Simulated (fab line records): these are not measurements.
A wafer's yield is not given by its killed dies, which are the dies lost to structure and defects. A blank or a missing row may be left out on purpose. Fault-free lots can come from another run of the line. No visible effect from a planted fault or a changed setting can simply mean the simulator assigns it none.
fab line records ; flow n5_finfet
[record] lots = 10; wafers = 28; last_day = 16
route steps=1938 shown MIM_TOP_ETCH@1852 TV_OPEN@1888 PASSIVATION@1906
lots untouched by any fault: they come from a run of this same line in which no faults occurred
start_h: hours from the record's first day to the start of the lot's first wafer shown ; wait_h: hours elapsed since this lot's preceding step ; " identical to the entry in the row above ; L1.1+2: a single row standing in for several wafers ; - value missing, or start not given ; * or withheld: withheld ; < > ~ a bound
route shown NAME@n: a module of which the file shows steps, and the number in the route of the first ; usual: average and standard deviation across the fault-free wafers ; same: alike in all rows ; chamber/n: place in a boat ; sites: per-site readings ; _std_site: standard deviation across them ; _edge_site: inner sites' mean taken away from outer sites' mean ; radius_mm: how far each site lies from the wafer's centre ; mask NAME#n: copy n ; behind: tool/chamber where the wafer was last shaped ; hold: why the lot went on hold/how many hours it stayed there/how the hold came to an end ; device: names the non-switching transistor (n, p or np) ; end of line: tests of these same wafers at the route's end ; where a step has no rows: the recipe by itself ; killed: the dies lost at the first sort to structure and to defects; this is not the yield of the wafer ; map: a wafer's dies, marking killed ones x, the rest . and places with no die _
set.NAME: setting as actually run; set.NAME@STEP: the setting as run at that earlier step ; model.NAME: the simulator's own value behind a step, which no gauge read
steps of the route over a sample of lots; a table a step, a row a wafer
services: the hour from which a tool's chamber was out of use, counted from the record's first day as start_h (under 0 if before that day), plus the number of hours and why
[[steps]]
[step N5_MIM_TOP_ETCH_STRIP_01]
[recipe] chemistry = O2; power_w = 600; temp_c = 60; pressure_mtorr = 30; rf_frequency_hz = 6e+07; bias_power_w = 0; overash_fraction = 0.5; o2_flow_sccm = 225
[usual] drypump_motor_current_A = 5.8/0.49; o2_flow_sccm = 225.1/0.73; oes_product_au = 0.78/0.078; rf_vpp_V = 3.5/1.4; showerhead_plenum_p_Torr = 2.09/0.047; throttle_valve_pct = 16.64/0.26
lot.wafer;tool;chamber;start_h;wait_h;drypump_motor_current_A;o2_flow_sccm;oes_product_au;rf_hours_counter_h;rf_vpp_V;showerhead_plenum_p_Torr;throttle_valve_pct
L353.2;rie_diel-05;2;254.22;0.1;5.9;224.7;0.78;124;4.3;2.12;16.55
L353.3;rie_diel-05;1;254.22;0.1;5.7;225.2;0.72;186;4.7;2.16;16.54
L353.4;rie_diel-05;0;254.22;0.1;5.9;225.7;0.70;246;1.8;2.04;16.62
L355.3;rie_diel-03;3;264.58;0.1;6.7;224.1;0.79;114;2.1;2.12;16.56
L355.4;rie_diel-03;3;264.58;0.1;6.7;225.6;0.80;-;3.4;2.12;16.54
L355.6;rie_diel-03;0;264.58;0.1;5.3;225.2;0.80;-;3.7;2.04;16.66
L354.1;rie_diel-02;0;264.81;0.2;5.4;224.4;0.84;72;4.1;2.07;16.35
L354.5;rie_diel-02;2;264.81;0.2;6.5;224.6;0.70;-;2.9;2.12;17.05
L358.2;rie_diel-05;1;299.76;0.1;5.7;226.0;0.71;202;5.0;2.15;16.52
L358.4;rie_diel-05;0;299.76;0.1;5.8;225.4;0.98;1;2.4;2.04;16.21
L358.6;rie_diel-05;0;299.76;0.1;5.8;225.9;1.02;-;1.7;2.04;16.11
L364.1;rie_diel-05;3;325.30;0.2;6.4;225.3;0.80;129;2.2;2.04;17.00
L364.4;rie_diel-05;0;325.30;0.2;5.8;223.9;0.93;9;3.3;2.03;16.17
L364.5;rie_diel-05;2;325.30;0.2;5.9;225.0;0.76;-;4.1;2.11;16.63
L365.5;rie_diel-05;1;345.48;0.0;5.7;225.1;0.69;-;4.8;2.15;16.56
L365.6;rie_diel-05;2;345.48;0.0;5.9;226.2;0.76;-;4.9;2.11;16.62
L367.2;rie_diel-03;1;346.96;0.1;4.8;225.0;0.83;69;4.0;2.13;16.57
L367.4;rie_diel-03;2;346.96;0.1;5.7;224.6;0.90;21;2.5;2.16;16.44
L367.6;rie_diel-03;1;346.96;0.1;4.8;224.7;0.84;-;3.5;2.13;16.54
L371.3;rie_diel-02;0;362.01;0.1;5.3;224.4;0.81;103;3.2;2.06;16.38
L371.4;rie_diel-02;3;362.01;0.1;5.4;225.4;0.71;217;4.5;2.08;17.02
L371.5;rie_diel-02;3;362.01;0.1;5.4;224.6;0.70;-;5.1;2.08;16.99
L372.2;rie_diel-03;0;378.82;0.1;5.3;224.1;0.76;143;3.0;2.03;16.75
L372.4;rie_diel-03;3;378.82;0.1;6.6;225.9;0.75;144;2.1;2.11;16.57
L372.5;rie_diel-03;1;378.82;0.1;4.8;224.9;0.81;-;1.8;2.13;16.60
L373.1;rie_diel-05;0;385.28;0.1;5.9;224.1;0.90;30;1.2;2.03;16.21
L373.2;rie_diel-05;3;385.28;0.1;6.4;224.9;0.77;150;4.0;2.03;17.03
L373.4;rie_diel-05;2;385.28;0.1;5.8;226.3;0.74;161;5.4;2.10;16.60
[step N5_PASSIVATION_VIA_ETCH_13]
[recipe] chemistry = CHF3/O2; target = SiO2; target_depth_a = 6600; CHF3_flow_sccm = 50; O2_flow_sccm = 5; Ar_flow_sccm = 200; time_s = 330; mask_material = PR; pressure_mtorr = 30; source_w = 650; bias_w = 170; ion_energy_ev = 200; ends = cleared
[usual] bias_w = 169.9/0.49; drypump_motor_current_A = 5.8/0.53; etch_rf_on_time_s = 236/5.5; oes_product_au = 0.70/0.065; rf_vpp_V = 527/11; showerhead_plenum_p_Torr = 2.38/0.048; throttle_valve_pct = 18.79/0.21
lot.wafer;tool;chamber;start_h;wait_h;bias_w;drypump_motor_current_A;etch_rf_on_time_s;oes_product_au;rf_hours_counter_h;rf_vpp_V;showerhead_plenum_p_Torr;throttle_valve_pct
L353.2;rie_diel-03;1;257.88;0.0;169.5;4.8;225;0.80;40;539;2.44;18.65
L353.3;rie_diel-03;2;257.88;0.0;170.2;5.7;240;0.61;249;521;2.47;19.00
L353.4;rie_diel-03;3;257.88;0.0;170.1;6.7;233;0.72;112;516;2.40;18.57
L354.1;rie_diel-02;0;268.57;0.0;170.1;5.4;228;0.78;73;543;2.36;18.47
L354.5;rie_diel-02;2;268.57;0.0;169.5;6.4;243;0.62;-;523;2.39;19.02
L355.3;rie_diel-05;3;269.33;0.0;170.1;6.4;228;0.72;110;526;2.35;19.19
L355.4;rie_diel-05;1;269.33;0.0;170.3;5.7;236;0.65;190;512;2.47;18.73
L355.6;rie_diel-05;1;269.33;0.0;169.9;5.7;238;0.64;-;512;2.47;18.73
L358.2;rie_diel-05;1;302.10;0.0;169.5;5.6;239;0.64;202;512;2.47;18.73
L358.4;rie_diel-05;3;302.10;0.0;170.0;6.4;238;0.70;122;526;2.35;19.20
L358.6;rie_diel-05;1;302.10;0.0;170.1;5.7;242;0.64;-;512;2.47;18.75
L364.1;rie_diel-02;1;330.91;0.0;170.4;5.7;230;0.69;135;524;2.32;18.83
L364.4;rie_diel-02;3;330.91;0.0;194.8;5.4;228;0.65;207;601;2.36;19.02
L364.5;rie_diel-02;0;330.91;0.0;169.0;5.4;229;0.75;-;544;2.35;18.50
L367.2;rie_diel-02;1;349.62;0.0;170.8;5.7;234;0.69;141;526;2.32;18.83
L367.4;rie_diel-02;2;349.62;0.0;170.5;6.5;244;0.61;213;525;2.38;19.06
L367.6;rie_diel-02;3;349.62;0.0;194.1;5.4;222;0.66;-;599;2.35;19.00
L365.5;rie_diel-03;0;349.72;0.1;170.5;5.3;237;0.71;-;539;2.33;18.91
L365.6;rie_diel-03;3;349.72;0.1;170.2;6.7;241;0.69;-;517;2.39;18.58
L371.3;rie_diel-03;1;364.63;0.0;169.7;4.8;227;0.76;74;539;2.43;18.71
L371.4;rie_diel-03;2;364.63;0.0;169.4;5.7;243;0.79;26;520;2.46;18.61
L371.5;rie_diel-03;0;364.63;0.0;169.4;5.3;236;0.71;-;540;2.33;18.94
L372.2;rie_diel-03;0;383.96;0.0;169.7;5.3;238;0.69;145;540;2.32;18.93
L372.4;rie_diel-03;1;383.96;0.0;170.4;4.8;240;0.73;79;538;2.43;18.70
L372.5;rie_diel-03;3;383.96;0.0;170.4;6.6;243;0.68;-;517;2.38;18.61
L373.1;rie_diel-03;1;388.18;0.0;169.3;4.8;236;0.73;81;538;2.43;18.73
L373.2;rie_diel-03;2;388.18;0.0;170.2;5.7;241;0.79;33;521;2.46;18.60
L373.4;rie_diel-03;3;388.18;0.0;170.3;6.6;240;0.68;147;517;2.38;18.62
[step N5_PASSIVATION_STRIP_14]
[recipe] chemistry = O2; power_w = 600; temp_c = 60; pressure_mtorr = 30; rf_frequency_hz = 6e+07; bias_power_w = 0; overash_fraction = 0.5; o2_flow_sccm = 225
[usual] drypump_motor_current_A = 5.8/0.53; o2_flow_sccm = 225.1/0.76; oes_product_au = 0.78/0.071; rf_vpp_V = 3.7/0.89; showerhead_plenum_p_Torr = 2.09/0.048; throttle_valve_pct = 16.66/0.24
lot.wafer;tool;chamber;start_h;wait_h;drypump_motor_current_A;o2_flow_sccm;oes_product_au;rf_hours_counter_h;rf_vpp_V;showerhead_plenum_p_Torr;throttle_valve_pct
L353.2;rie_diel-03;1;258.07;0.1;4.8;226.1;0.88;41;3.4;2.14;16.52
L353.3;rie_diel-03;2;258.07;0.1;5.7;224.6;0.69;249;4.4;2.17;16.88
L353.4;rie_diel-03;3;258.07;0.1;6.6;225.2;0.80;112;3.8;2.12;16.52
L354.1;rie_diel-02;0;268.77;0.1;5.4;224.0;0.84;73;1.9;2.07;16.37
L354.5;rie_diel-02;2;268.77;0.1;6.4;225.2;0.70;-;4.3;2.12;17.05
L355.3;rie_diel-05;3;269.53;0.1;6.4;225.6;0.80;110;3.0;2.05;16.94
L355.4;rie_diel-05;1;269.53;0.1;5.7;225.2;0.72;191;2.9;2.16;16.53
L355.6;rie_diel-05;1;269.53;0.1;5.7;223.9;0.70;-;4.0;2.16;16.53
L358.2;rie_diel-05;1;302.30;0.1;5.6;225.9;0.71;203;3.9;2.15;16.56
L358.4;rie_diel-05;3;302.30;0.1;6.4;225.1;0.80;122;3.7;2.04;16.96
L358.6;rie_diel-05;1;302.30;0.1;5.7;224.8;0.70;-;4.7;2.15;16.54
L364.1;rie_diel-02;1;331.11;0.1;5.7;223.9;0.76;135;2.9;2.01;16.59
L364.4;rie_diel-02;3;331.11;0.1;5.4;224.7;0.72;207;4.1;2.08;16.96
L364.5;rie_diel-02;0;331.11;0.1;5.4;223.7;0.81;-;2.4;2.06;16.38
L367.2;rie_diel-02;1;349.82;0.1;5.7;225.2;0.75;141;5.0;2.01;16.62
L367.4;rie_diel-02;2;349.82;0.1;6.4;226.1;0.69;213;3.9;2.11;17.08
L367.6;rie_diel-02;3;349.82;0.1;5.4;225.2;0.71;-;3.5;2.08;16.99
L365.5;rie_diel-03;0;349.84;0.0;5.3;224.9;0.76;-;2.9;2.03;16.75
L365.6;rie_diel-03;3;349.84;0.0;6.7;224.8;0.77;-;3.2;2.11;16.58
L371.3;rie_diel-03;1;364.82;0.1;4.8;225.8;0.82;74;4.4;2.13;16.58
L371.4;rie_diel-03;2;364.82;0.1;5.7;225.2;0.88;26;3.6;2.16;16.45
L371.5;rie_diel-03;0;364.82;0.1;5.3;225.1;0.77;-;4.1;2.03;16.71
L372.2;rie_diel-03;0;384.16;0.1;5.3;225.5;0.77;145;3.4;2.03;16.77
L372.4;rie_diel-03;1;384.16;0.1;4.8;225.4;0.81;79;4.0;2.13;16.55
L372.5;rie_diel-03;3;384.16;0.1;6.6;225.2;0.76;-;5.9;2.11;16.63
L373.1;rie_diel-03;1;388.38;0.1;4.8;224.8;0.79;81;3.9;2.12;16.57
L373.2;rie_diel-03;2;388.38;0.1;5.7;225.0;0.87;33;5.3;2.15;16.47
L373.4;rie_diel-03;3;388.38;0.1;6.7;225.6;0.75;147;5.0;2.11;16.61
[step N5_PASSIVATION_OVL_MEAS_63]
[recipe] points_per_wafer = 44
[usual] PAD_OVL = -2/6.6
lot.wafer;tool;chamber;start_h;wait_h;PAD_OVL[nm]
L353.2;overlay-02;0;259.19;0.0;4
L353.3;overlay-02;0;259.19;0.0;-3
L353.4;overlay-02;0;259.19;0.0;6
L354.1;overlay-01;0;270.59;0.0;-7
L354.5;overlay-01;0;270.59;0.0;-2
L355.3;overlay-01;0;271.10;0.0;-3
L355.4;overlay-01;0;271.10;0.0;0
L355.6;overlay-01;0;271.10;0.0;0
L358.2;overlay-02;0;303.72;0.0;7
L358.4;overlay-02;0;303.72;0.0;2
L358.6;overlay-02;0;303.72;0.0;6
L364.1;overlay-01;0;332.46;0.0;2
L364.4;overlay-01;0;332.46;0.0;-7
L364.5;overlay-01;0;332.46;0.0;0
L365.5;overlay-02;0;353.51;0.0;-3
L365.6;overlay-02;0;353.51;0.0;-2
L367.2;overlay-02;0;353.67;0.0;-8
L367.4;overlay-02;0;353.67;0.0;-6
L367.6;overlay-02;0;353.67;0.0;-5
L371.3;overlay-01;0;366.00;0.0;-9
L371.4;overlay-01;0;366.00;0.0;-26
L371.5;overlay-01;0;366.00;0.0;-9
L372.2;overlay-01;0;385.60;0.0;-4
L372.4;overlay-01;0;385.60;0.0;-2
L372.5;overlay-01;0;385.60;0.0;-12
L373.1;overlay-01;0;389.33;0.0;3
L373.2;overlay-01;0;389.33;0.0;-12
L373.4;overlay-01;0;389.33;0.0;6
[[services]]
tool;chamber;start_h;hours;kind
rie_diel-02;-;249.58;2.8;pm
rie_diel-03;2;261.75;-;clean
rie_diel-03;2;261.75;-;consumable_replace:focus_ring
rie_diel-03;2;261.75;24.2;scheduled_down
rie_diel-03;2;261.75;24.2;vent_cycle
rie_diel-05;0;269.66;-;clean
rie_diel-05;0;269.66;-;consumable_replace:focus_ring
rie_diel-05;0;269.66;24.8;scheduled_down
rie_diel-05;0;269.66;24.8;vent_cycle
rie_diel-05;2;348.81;20.3;repair
[[key]]
[first_sign] step = N5_PASSIVATION_VIA_ETCH_13; reading = bias_w; direction = up; sigmas = 50; usual = *; struck = *
[effect] step = N5_PASSIVATION_VIA_ETCH_13; reading = rf_vpp_V; direction = up; sigmas = 6.5; usual = 527; struck = 600
met_at N5_PASSIVATION_VIA_ETCH_13
struck_lots L364,L367
struck_wafers L364.4,L367.6
not_acting_at N5_MIM_TOP_ETCH_STRIP_01,N5_PASSIVATION_STRIP_14,N5_PASSIVATION_OVL_MEAS_63
[fault] kind = process_parameter_drift; tool = rie_diel-02; chamber = 3; onset_h = 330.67; steps = N5_PASSIVATION_VIA_ETCH_13; channel = bias_w; offset = *; shape = step; end_h = 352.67; acts_in = *; stated = *
